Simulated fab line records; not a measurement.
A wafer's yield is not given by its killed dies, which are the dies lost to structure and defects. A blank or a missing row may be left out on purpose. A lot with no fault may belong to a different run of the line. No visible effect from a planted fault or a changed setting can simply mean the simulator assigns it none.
Chamber matching ; flow n5 finfet ; 4 sister chambers for N5_DUMMY_GATE_ETCH_23 on rie si-05
The step etches poly-Si in HBr/Cl2/O2, target depth 41 nm, time 22.3 s. 18 wafers are shown with their chamber, then 9 later ones without.

## EACH WAFER AND ITS CHAMBER
wafer;chamber;throttle valve pct (%);drypump motor current A (A);oes product au (a.u.)
L075.2;1;37.39;5.8;1.038
L075.3;3;37.18;6.2;1.001
L075.5;1;37.41;5.8;1.030
L076.1;2;37.78;6.4;1.013
L076.2;0;37.28;5.6;0.997
L076.5;2;37.77;6.4;0.996
L078.1;0;37.29;5.6;0.996
L078.4;1;37.39;5.7;1.026
L078.6;3;37.18;6.2;0.986
L080.1;1;37.40;5.7;1.031
L080.3;2;37.75;6.5;1.006
L080.4;3;37.19;6.2;1.000
L081.2;3;37.19;6.2;0.996
L081.5;3;37.18;6.2;0.988
L081.6;2;37.75;6.5;0.999
L089.1;1;37.38;5.8;1.020
L089.3;3;37.18;6.1;1.003
L089.5;3;37.18;6.2;0.992

SIGNATURES, as means of the wafers listed above
reading;chamber 0;chamber 1;chamber 2;chamber 3;scatter within a chamber
throttle valve pct;37.2850;37.3940;37.7625;37.1829;0.00996
drypump motor current A;5.600;5.760;6.450;6.186;0.0467
oes product au;0.99650;1.02900;1.00350;0.99514;0.00662
Rule: a wafer's distance from a chamber is the root of the sum, over the readings, of the square of ((its reading less the chamber's mean) divided by the reading's scatter). The wafer belongs to the nearest chamber; if the next one is less than 2 further off, it can't be placed. The scatter is the square root of a quotient: the sum, over the shown wafers, of each reading's squared deviation from its chamber's mean, divided by wafers minus chambers.

## WAFERS WHOSE CHAMBER IS MISSING
wafer;throttle valve pct (%);drypump motor current A (A);oes product au (a.u.)
L091.1;37.40;5.7;1.034
L091.5;37.40;5.7;1.038
L091.6;37.27;5.6;1.005
L094.2;37.38;5.8;1.020
L094.4;37.26;5.6;0.986
L094.6;37.77;6.4;0.991
L095.1;37.19;6.2;0.985
L095.4;37.28;5.6;0.991
L095.5;37.18;6.2;0.975

## WHICH CHAMBER EACH WENT THROUGH
wafer;from the rows above;in truth
L091.1;1;1
L091.5;1;1
L091.6;0;0
L094.2;1;1
L094.4;0;0
L094.6;2;2
L095.1;3;3
L095.4;0;0
L095.5;3;3
Placed correctly: 9 of 9. Not placeable from these rows: 0. Number placed wrongly: 0.
